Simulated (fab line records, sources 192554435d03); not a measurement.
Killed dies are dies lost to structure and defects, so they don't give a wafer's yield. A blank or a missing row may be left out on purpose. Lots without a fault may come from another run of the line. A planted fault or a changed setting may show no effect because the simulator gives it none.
fab line records | flow n5_finfet | part 1 of 2: steps 1 to 21 of 31
record lots=5 wafers=15 last_day=17
route steps=1938 shown MOL_CONTACT_COAG@620 BEOL_M0_SAQP@632
lots that met no fault: from a run of the same line without faults
start_h: hours from the record's first day to the start of the lot's first wafer shown | wait_h: hours since the lot's step before | " the same as in the row above | L1.1+2: a row that stands for several wafers | - no value, or no start given | * or withheld: withheld | < > ~ a bound
route shown NAME@n: a module of which the file shows steps, and the number in the route of the first | usual: mean/standard deviation of fault-free wafers | same: alike in all rows | chamber/n: place in a boat | sites: the reading at each site | _std_site: their standard deviation | _edge_site: outer sites' mean less inner sites' | radius_mm: how far each site lies from the wafer's centre | mask NAME#n: copy n | behind: the tool/chamber that last shaped the wafer | hold: why the lot was held/for how many hours/how that ended | device: the transistor (n, p or np) that didn't switch | end of line: the same wafers' tests at the end of the route | a step without rows: its recipe alone | killed: dies lost to structure and defects at the first sort, not the wafer's yield | map: a wafer's dies, x killed, . not, _ none there
set.NAME: the setting as run; set.NAME@STEP: as run at that earlier step | model.NAME: the simulator's own value behind a step, which no gauge read
lots at some steps of the route; a table a step, a row a wafer
services: from which hour (start_h, from the record's first day; less than 0 if before it) a tool's chamber was out of use, for how many hours, and why
## steps
# step N5_MOL_CONTACT_COAG_PRECLEAN_138
# recipe chemistry=alkaline_clean temp_c=60 time_s=60 do_ppb=50
# usual temp_c=59.99/0.11
# columns lot.wafer tool chamber start_h wait_h temp_c
L074.1 wet_bench-05 1 98.27 0.1 59.97
L074.2 " 0 " " 60.02
L074.5 " 7 " " 59.90
L077.2 wet_bench-02 7 118.76 0.1 59.90
L077.3 " 3 " " 60.08
L077.6 " 1 " " 60.06
L084.2 wet_bench-04 4 160.31 0.1 59.99
L084.3 " 5 " " 59.83
L084.4 " 6 " " 60.06
L095.1 wet_bench-04 1 230.94 0.1 60.05
L095.2 " 7 " " 59.88
L095.3 " 0 " " 59.97
L096.1 wet_bench-04 4 234.14 0.1 59.98
L096.3 " 1 " " 60.07
L096.5 " 6 " " 59.84
# step N5_MOL_CONTACT_COAG_SRD_139
# recipe dry=ipa_marangoni time_s=30 temp_c=23 rinse_liquid=diw
# usual do_supply_ppb=10.01/0.1 temp_c=23.00/0.1
# columns lot.wafer tool chamber start_h wait_h do_supply_ppb temp_c
L074.1 wet_bench-05 1 98.29 0.0 10.09 22.87
L074.2 " 0 " " 9.94 22.86
L074.5 " 7 " " 10.03 23.06
L077.2 wet_bench-02 7 118.78 0.0 10.04 23.15
L077.3 " 3 " " 10.12 22.90
L077.6 " 1 " " 10.15 23.08
L084.2 wet_bench-04 4 160.33 0.0 10.13 22.92
L084.3 " 5 " " 10.04 23.01
L084.4 " 6 " " 10.10 22.99
L095.1 wet_bench-04 1 230.96 0.0 9.97 23.01
L095.2 " 7 " " 10.16 22.98
L095.3 " 0 " " 10.02 22.88
L096.1 wet_bench-04 4 234.17 0.0 9.93 23.16
L096.3 " 1 " " 9.94 22.98
L096.5 " 6 " " 9.88 23.15
# step N5_MOL_CONTACT_COAG_CD_MEAS_101
# recipe target_cd_nm=16
# usual cd_nm=16.00/0.28
# columns lot.wafer tool chamber start_h wait_h cd_nm
L074.1 cd_sem-02 - 98.33 0.0 16.06
L074.2 " - " " 16.01
L074.5 " - " " 16.00
L077.2 cd_sem-02 - 118.82 0.0 16.13
L077.3 " - " " 15.88
L077.6 " - " " 15.60
L084.2 cd_sem-03 - 160.38 0.0 16.02
L084.3 " - " " 16.17
L084.4 " - " " 16.39
L095.1 cd_sem-02 - 231.01 0.0 15.87
L095.2 " - " " 16.19
L095.3 " - " " 15.91
L096.1 cd_sem-03 - 234.21 0.0 16.85
L096.3 " - " " 16.25
L096.5 " - " " 16.22
# step N5_MOL_CONTACT_COAG_PRE_CLEAN_121
# recipe gas=H2/He time_s=* temp_c=withheld
# columns lot.wafer tool chamber start_h wait_h
L074.1+2+5 cvd_w-01 0,1,0 98.37 0.0
L077.2+3+6 cvd_w-01 1 118.86 0.0
L084.2+3+4 cvd_w-02 1,0,1 160.42 0.0
L095.1+2+3 cvd_w-02 1,0,0 231.05 0.0
L096.1+3+5 cvd_w-01 1,1,0 234.25 0.0
# step N5_MOL_CONTACT_COAG_CVD_140
# recipe material=W target_thk_a=665 mode=selective_fill temp_c=300 time_s=215
# usual heater_power_w=456/44
# columns lot.wafer tool chamber start_h wait_h heater_power_w
L074.1 cvd_w-01 0 98.46 0.1 390
L074.2 " 1 " " 417
L074.5 " 0 " " 393
L077.2 cvd_w-01 1 118.95 0.1 424
L077.3 " 1 " " 418
L077.6 " 1 " " 417
L084.2 cvd_w-02 1 160.51 0.1 497
L084.3 " 0 " " 487
L084.4 " 1 " " 495
L095.1 cvd_w-02 1 231.14 0.1 505
L095.2 " 0 " " 506
L095.3 " 0 " " 492
L096.1 cvd_w-01 1 234.34 0.1 417
L096.3 " 1 " " 424
L096.5 " 0 " " 392
# step N5_MOL_CONTACT_COAG_PRECLEAN_127
# recipe chemistry=DIW time_s=57.5 temp_c=23
# usual temp_c=22.99/0.11
# columns lot.wafer tool chamber start_h wait_h temp_c
L074.1 wet_bench-04 0 98.74 0.2 22.94
L074.2 " 4 " " 23.08
L074.5 " 7 " " 22.93
L077.2 wet_bench-05 7 119.22 0.2 22.86
L077.3 " 0 " " 23.03
L077.6 " 6 " " 22.85
L084.2 wet_bench-02 7 160.78 0.2 23.04
L084.3 " 1 " " 22.85
L084.4 " 4 " " 23.00
L095.1 wet_bench-02 1 231.41 0.2 22.98
L095.2 " 6 " " 23.12
L095.3 " 2 " " 22.91
L096.1 wet_bench-02 0 234.61 0.2 22.86
L096.3 " 5 " " 22.92
L096.5 " 1 " " 22.91
# step N5_MOL_CONTACT_COAG_SRD_128
# recipe dry_time_s=32 dry=n2_spin spin_rpm=1500
# columns lot.wafer tool chamber start_h wait_h
L074.1+2+5 wet_bench-04 0,4,7 98.76 0.0
L077.2+3+6 wet_bench-05 7,0,6 119.24 0.0
L084.2+3+4 wet_bench-02 7,1,4 160.80 0.0
L095.1+2+3 wet_bench-02 1,6,2 231.43 0.0
L096.1+3+5 wet_bench-02 0,5,1 234.63 0.0
# step N5_MOL_CONTACT_COAG_CMP_52
# recipe stop_on=SiO2 t_overpolish_s=1.5 post_cmp_clean=w_dilute_nh4oh down_force_psi=4 platen_rpm=50.289 pad_velocity_m_s=1.0006 target_thk_nm=66.5
# usual motor_current_A=12.2/1.2 overpolish_run_s=1.500/0.0092 retaining_ring_pressure_frac=1.001/0.0048 time_to_endpoint_s=12.9/2
# columns lot.wafer tool chamber start_h wait_h motor_current_A overpolish_run_s retaining_ring_pressure_frac time_to_endpoint_s
L074.2 cmp-04 1 99.17 0.4 13.6 1.497 0.999 12.2
L074.1 " 2 " " 12.4 1.483 0.995 10.9
L074.5 " 0 " " 11.8 1.496 0.991 11.7
L077.2 cmp-04 1 119.27 0.0 14.1 1.500 0.997 13.1
L077.3 " 3 " " 12.0 1.503 1.015 14.0
L077.6 " 2 " " 11.8 1.511 1.004 14.2
L084.4 cmp-01 2 160.83 0.0 12.7 1.497 0.999 11.1
L084.3 " 3 " " 13.6 1.489 0.993 15.9
L084.2 " 0 " " 10.2 1.515 0.993 14.2
L095.1 cmp-01 0 231.46 0.0 10.9 1.493 1.006 13.1
L095.2 " 2 " " 12.6 1.492 1.006 14.1
L095.3 " 3 " " 13.3 1.513 1.001 12.4
L096.1 cmp-01 0 234.66 0.0 10.7 1.508 1.008 11.2
L096.3 " 3 " " 12.6 1.473 1.008 14.7
L096.5 " 1 " " 14.7 1.500 0.996 15.2
# step N5_MOL_CONTACT_COAG_THK_MEAS_53
# recipe reads=SiO2_of_MOL_CONTACT_COAG_PECVD_31
# usual VIA_MOL_THK=44.0/0.61
# columns lot.wafer tool chamber start_h wait_h VIA_MOL_THK[nm]
L074.1 film_metro-01 - 99.39 - 43.3
L074.2 " - " " 43.2
L074.5 " - " " 44.5
L077.2 film_metro-01 - 119.57 - 43.3
L077.3 " - " " 44.2
L077.6 " - " " 44.8
L084.2 film_metro-01 - 161.13 - 43.3
L084.3 " - " " 44.2
L084.4 " - " " 44.2
L095.1 film_metro-01 - 231.76 - 43.9
L095.2 " - " " 43.4
L095.3 " - " " 43.4
L096.1 film_metro-02 - 234.96 - 44.5
L096.3 " - " " 44.3
L096.5 " - " " 45.1
# step N5_MOL_CONTACT_COAG_ANNEAL_112
# recipe temp_c=400 time_s=1800 ambient=HPD2 pressure_atm=10
# usual wafer_temp_C_max=401.7/0.39 zone_power_upper_pct=7.73/0.077
# columns lot.wafer tool chamber start_h wait_h wafer_temp_C_max zone_power_upper_pct
L074.1 hp_anneal-01 0 99.42 0.0 402.2 7.69
L074.2 " 0 " " 401.0 7.84
L074.5 " 0 " " 401.5 7.74
L077.2 hp_anneal-01 0 121.03 1.5 401.4 7.64
L077.3 " 0 " " 401.6 7.81
L077.6 " 0 " " 401.8 7.82
L084.2 hp_anneal-01 0 161.15 0.0 401.6 7.72
L084.3 " 0 " " 402.6 7.71
L084.4 " 0 " " 401.8 7.70
L095.1 hp_anneal-01 0 231.79 0.0 402.4 7.67
L095.2 " 0 " " 401.4 7.71
L095.3 " 0 " " 401.5 7.73
L096.1 hp_anneal-01 0 234.98 0.0 401.8 7.73
L096.3 " 0 " " 402.2 7.68
L096.5 " 0 " " 402.6 7.76
# step N5_MOL_CONTACT_COAG_INSPECT_97
# recipe inspect_instrument=darkfield mode=post_anneal
# usual raw_defect_count=43/16
# columns lot.wafer tool chamber start_h wait_h raw_defect_count
L074.1 defect_inspect-02 - 102.46 0.0 40
L074.2 " - " " 71
L074.5 " - " " 21
L077.2 defect_inspect-01 - 124.09 0.1 39
L077.3 " - " " 59
L077.6 " - " " 72
L084.2 defect_inspect-01 - 164.20 0.0 45
L084.3 " - " " 64
L084.4 " - " " 54
L095.1 defect_inspect-02 - 234.82 0.0 31
L095.2 " - " " 51
L095.3 " - " " 44
L096.1 defect_inspect-02 - 238.01 0.0 43
L096.3 " - " " 43
L096.5 " - " " 37
# step N5_BEOL_M0_SAQP_PECVD_00
# recipe material=SiCN target_thk_a=80 temp_c=withheld precursor=3MS/NH3 pressure_torr=3 rf_w=202 time_s=14
# usual chamber_pressure_Torr=3.000/0.0063 showerhead_plenum_p_Torr=3.668/0.012 throttle_valve_pct=8.9/0.42
# columns lot.wafer tool chamber start_h wait_h chamber_pressure_Torr showerhead_plenum_p_Torr throttle_valve_pct
L074.1 pecvd-01 1 102.79 0.2 2.996 3.685 9.2
L074.2 " 2 " " 2.997 3.662 8.3
L074.5 " 1 " " 2.996 3.681 9.3
L077.2 pecvd-01 1 124.41 0.2 2.993 3.678 9.2
L077.3 " 2 " " 2.993 3.660 8.8
L077.6 " 0 " " 3.009 3.669 8.9
L084.2 pecvd-02 2 164.51 0.2 2.990 3.660 8.1
L084.3 " 1 " " 3.004 3.677 9.0
L084.4 " 0 " " 3.003 3.660 8.9
L095.1 pecvd-01 0 235.15 0.2 3.002 3.661 9.1
L095.2 " 1 " " 3.005 3.659 9.7
L095.3 " 2 " " 2.998 3.657 8.5
L096.1 pecvd-01 2 238.34 0.2 3.006 3.650 8.5
L096.3 " 0 " " 2.997 3.661 9.3
L096.5 " 1 " " 2.995 3.672 9.2
# step N5_BEOL_M0_SAQP_ILD_DEP_01
# recipe material=SiOC target_thk_a=454.19 temp_c=350 precursor=DEMS/O2 pressure_torr=5 rf_w=500 time_s=8.7
# usual chamber_pressure_Torr=4.999/0.011 heater_power_w=495/78 showerhead_plenum_p_Torr=5.697/0.014 throttle_valve_pct=11.7/0.55
# columns lot.wafer tool chamber start_h wait_h chamber_pressure_Torr heater_power_w showerhead_plenum_p_Torr throttle_valve_pct
L074.1 pecvd-01 1 102.81 0.0 4.988 521 5.714 12.3
L074.2 " 2 " " 4.994 391 5.673 11.0
L074.5 " 1 " " 4.984 524 5.707 12.2
L077.2 pecvd-01 1 124.43 0.0 4.996 536 5.706 12.5
L077.3 " 2 " " 5.010 416 5.687 10.9
L077.6 " 0 " " 4.985 545 5.708 11.6
L084.2 pecvd-02 2 164.53 0.0 4.990 586 5.681 10.8
L084.3 " 1 " " 5.003 392 5.705 11.9
L084.4 " 0 " " 5.003 413 5.692 11.8
L095.1 pecvd-01 0 235.18 0.0 5.008 593 5.691 11.7
L095.2 " 1 " " 5.022 523 5.701 12.0
L095.3 " 2 " " 5.023 432 5.683 11.4
L096.1 pecvd-01 2 238.37 0.0 5.011 479 5.668 11.2
L096.3 " 0 " " 4.999 580 5.699 12.2
L096.5 " 1 " " 4.996 516 5.713 12.3
# step N5_BEOL_M0_SAQP_HM_DEP_02
# recipe material=TiN target_thk_a=120 temp_c=25 chamber_pressure_pa=0.49996
# usual throttle_valve_pct=30.0/0.59
# columns lot.wafer tool chamber start_h wait_h throttle_valve_pct
L074.1 pvd_sputter-02 - 104.68 1.9 29.3
L074.2 " - " " 29.2
L074.5 " - " " 30.5
L077.2 pvd_sputter-01 - 124.71 0.3 30.5
L077.3 " - " " 30.6
L077.6 " - " " 30.6
L084.2 pvd_sputter-01 - 165.28 0.7 30.1
L084.3 " - " " 30.6
L084.4 " - " " 29.9
L095.1 pvd_sputter-02 - 236.39 1.2 29.1
L095.2 " - " " 30.6
L095.3 " - " " 30.4
L096.1 pvd_sputter-01 - 238.45 0.1 29.9
L096.3 " - " " 31.1
L096.5 " - " " 30.2
# step N5_BEOL_M0_SAQP_PECVD_03
# recipe material=SiCN target_thk_a=120 temp_c=withheld precursor=3MS/NH3 pressure_torr=3 rf_w=202 time_s=21.1
# usual chamber_pressure_Torr=3.000/0.0068 showerhead_plenum_p_Torr=3.670/0.011 throttle_valve_pct=8.9/0.38
# columns lot.wafer tool chamber start_h wait_h chamber_pressure_Torr showerhead_plenum_p_Torr throttle_valve_pct
L074.1 pecvd-03 0 104.80 0.1 3.005 3.669 9.1
L074.2 " 2 " " 3.010 3.683 8.9
L074.5 " 1 " " 2.992 3.677 9.0
L077.2 pecvd-03 0 124.83 0.1 2.993 3.674 9.1
L077.3 " 1 " " 2.988 3.684 8.6
L077.6 " 2 " " 2.997 3.685 8.6
L084.2 pecvd-01 0 165.40 0.1 3.006 3.666 9.0
L084.3 " 2 " " 2.990 3.648 8.6
L084.4 " 1 " " 2.996 3.682 9.3
L095.1 pecvd-03 1 236.51 0.1 2.998 3.673 8.7
L095.2 " 0 " " 2.997 3.677 9.4
L095.3 " 1 " " 3.002 3.671 8.6
L096.1 pecvd-03 0 238.57 0.1 2.998 3.681 9.1
L096.3 " 0 " " 2.986 3.672 9.5
L096.5 " 0 " " 2.991 3.665 9.2
# step N5_BEOL_M0_SAQP_PECVD_96
# recipe material=a-Si target_thk_a=450 temp_c=350 precursor=SiH4/He pressure_torr=3 rf_w=100 time_s=45.2
# usual chamber_pressure_Torr=3.001/0.0066 heater_power_w=603/81 showerhead_plenum_p_Torr=5.69/0.039 throttle_valve_pct=17.9/0.75
# columns lot.wafer tool chamber start_h wait_h chamber_pressure_Torr heater_power_w showerhead_plenum_p_Torr throttle_valve_pct
L074.1 pecvd-03 0 104.83 0.0 3.011 559 5.70 18.2
L074.2 " 2 " " 3.000 636 5.73 17.1
L074.5 " 1 " " 3.003 469 5.72 17.8
L077.2 pecvd-03 0 124.86 0.0 3.011 551 5.70 18.2
L077.3 " 1 " " 3.008 478 5.72 17.7
L077.6 " 2 " " 2.998 541 5.71 17.2
L084.2 pecvd-01 0 165.43 0.0 3.011 707 5.67 18.3
L084.3 " 2 " " 3.007 593 5.64 16.8
L084.4 " 1 " " 2.995 693 5.70 18.6
L095.1 pecvd-03 1 236.55 0.0 3.001 451 5.70 17.5
L095.2 " 0 " " 3.002 610 5.68 18.5
L095.3 " 1 " " 3.002 466 5.70 17.9
L096.1 pecvd-03 0 238.62 0.0 2.992 578 5.71 18.7
L096.3 " 0 " " 2.989 591 5.71 18.7
L096.5 " 0 " " 2.994 601 5.70 18.9
# step N5_BEOL_M0_SAQP_PECVD_97
# recipe material=SiNx target_thk_a=230 temp_c=350 precursor=SiH4/NH3/N2 pressure_torr=1.5 rf_w=300 time_s=19.9
# usual chamber_pressure_Torr=1.500/0.0033 heater_power_w=538/79 showerhead_plenum_p_Torr=5.17/0.052 throttle_valve_pct=39.1/1.6
# columns lot.wafer tool chamber start_h wait_h chamber_pressure_Torr heater_power_w showerhead_plenum_p_Torr throttle_valve_pct
L074.1 pecvd-03 0 104.88 0.0 1.505 506 5.19 40.2
L074.2 " 2 " " 1.503 446 5.21 38.3
L074.5 " 1 " " 1.499 415 5.20 38.7
L077.2 pecvd-03 0 124.91 0.0 1.502 550 5.21 40.1
L077.3 " 1 " " 1.500 435 5.21 38.5
L077.6 " 2 " " 1.499 523 5.20 38.2
L084.2 pecvd-01 0 165.47 0.0 1.498 691 5.15 39.8
L084.3 " 2 " " 1.504 467 5.08 37.6
L084.4 " 1 " " 1.505 598 5.21 41.0
L095.1 pecvd-03 1 236.62 0.0 1.494 419 5.19 38.9
L095.2 " 0 " " 1.500 452 5.19 41.0
L095.3 " 1 " " 1.497 411 5.20 39.0
L096.1 pecvd-03 0 238.69 0.0 1.496 547 5.19 41.0
L096.3 " 0 " " 1.497 549 5.19 41.2
L096.5 " 0 " " 1.495 543 5.18 41.2
# step N5_BEOL_M0_SAQP_PECVD_04
# recipe material=a-Si target_thk_a=600 temp_c=350 precursor=SiH4/He pressure_torr=3 rf_w=100 time_s=60.2
# usual chamber_pressure_Torr=2.999/0.0067 heater_power_w=604/82 showerhead_plenum_p_Torr=5.69/0.04 throttle_valve_pct=17.9/0.72
# columns lot.wafer tool chamber start_h wait_h chamber_pressure_Torr heater_power_w showerhead_plenum_p_Torr throttle_valve_pct
L074.1 pecvd-03 0 104.92 0.0 3.002 583 5.70 18.0
L074.2 " 2 " " 3.001 528 5.71 17.1
L074.5 " 1 " " 3.007 520 5.71 17.9
L077.2 pecvd-03 0 124.94 0.0 3.000 609 5.71 18.2
L077.3 " 1 " " 3.004 470 5.70 17.9
L077.6 " 2 " " 3.008 580 5.73 17.4
L084.2 pecvd-01 0 165.51 0.0 2.997 710 5.68 18.1
L084.3 " 2 " " 2.994 607 5.63 17.1
L084.4 " 1 " " 3.007 619 5.72 18.9
L095.1 pecvd-03 1 236.68 0.0 3.000 519 5.70 17.7
L095.2 " 0 " " 2.985 606 5.69 18.5
L095.3 " 1 " " 3.000 526 5.71 17.8
L096.1 pecvd-03 0 238.74 0.0 2.998 588 5.71 18.9
L096.3 " 0 " " 2.987 606 5.70 18.6
L096.5 " 0 " " 2.997 582 5.69 18.7
# step N5_BEOL_M0_SAQP_THK_MEAS_05
# usual thk_nm=60.0/0.7
# columns lot.wafer tool chamber start_h wait_h thk_nm
L074.1 film_metro-01 - 105.01 0.1 59.8
L074.2 " - " " 59.7
L074.5 " - " " 60.9
L077.2 film_metro-02 - 125.04 0.1 58.8
L077.3 " - " " 58.9
L077.6 " - " " 60.4
L084.2 film_metro-02 - 165.61 0.1 59.7
L084.3 " - " " 59.3
L084.4 " - " " 60.0
L095.1 film_metro-01 - 236.81 0.1 59.7
L095.2 " - " " 59.8
L095.3 " - " " 60.7
L096.1 film_metro-02 - 238.87 0.1 60.2
L096.3 " - " " 61.0
L096.5 " - " " 62.3
# step N5_BEOL_M0_SAQP_HM_DEP_111
# recipe material=SiO2 target_thk_a=120 temp_c=400 precursor=SiH4/N2O pressure_torr=0.75 rf_w=275 time_s=7.2
# usual chamber_pressure_Torr=0.7498/0.0014 heater_power_w=770/100 showerhead_plenum_p_Torr=8.20/0.12
# columns lot.wafer tool chamber start_h wait_h chamber_pressure_Torr heater_power_w showerhead_plenum_p_Torr
L074.1 pecvd-02 0 105.05 0.0 0.7527 659 8.17
L074.2 " 2 " " 0.7491 911 8.00
L074.5 " 0 " " 0.7527 664 8.15
L077.2 pecvd-02 0 125.08 0.0 0.7486 709 8.17
L077.3 " 2 " " 0.7489 913 8.00
L077.6 " 2 " " 0.7479 929 7.98
L084.2 pecvd-02 2 165.65 0.0 0.7487 933 8.01
L084.3 " 0 " " 0.7511 698 8.16
L084.4 " 2 " " 0.7493 917 8.01
L095.1 pecvd-01 2 236.85 0.0 0.7505 705 8.03
L095.2 " 0 " " 0.7505 973 8.14
L095.3 " 1 " " 0.7502 730 8.29
L096.1 pecvd-01 0 238.91 0.0 0.7459 850 8.13
L096.3 " 2 " " 0.7515 684 8.03
L096.5 " 0 " " 0.7476 867 8.16
# step N5_BEOL_M0_SAQP_COAT_81
# recipe resist=SOC temp_c=250 time_s=60 spin_rpm=1500 resist_thk_nm=100
# usual chill_plate_temp_C=23.00/0.11 exhaust_pa=45.0/0.8
# columns lot.wafer tool chamber start_h wait_h chill_plate_temp_C exhaust_pa
L074.1 litho_track-01 0 105.13 0.1 22.88 44.5
L074.2 " 0 " " 23.15 46.3
L074.5 " 0 " " 23.03 44.7
L077.2 litho_track-04 0 125.15 0.1 22.97 46.0
L077.3 " 0 " " 22.99 44.0
L077.6 " 0 " " 22.95 45.4
L084.2 litho_track-01 0 165.72 0.1 23.03 47.0
L084.3 " 0 " " 22.95 44.4
L084.4 " 0 " " 23.01 45.4
L095.1 litho_track-05 0 236.92 0.1 23.00 44.4
L095.2 " 0 " " 23.11 45.5
L095.3 " 0 " " 22.98 44.6
L096.1 litho_track-01 0 238.98 0.1 23.07 44.2
L096.3 " 0 " " 23.07 45.3
L096.5 " 0 " " 23.03 43.8
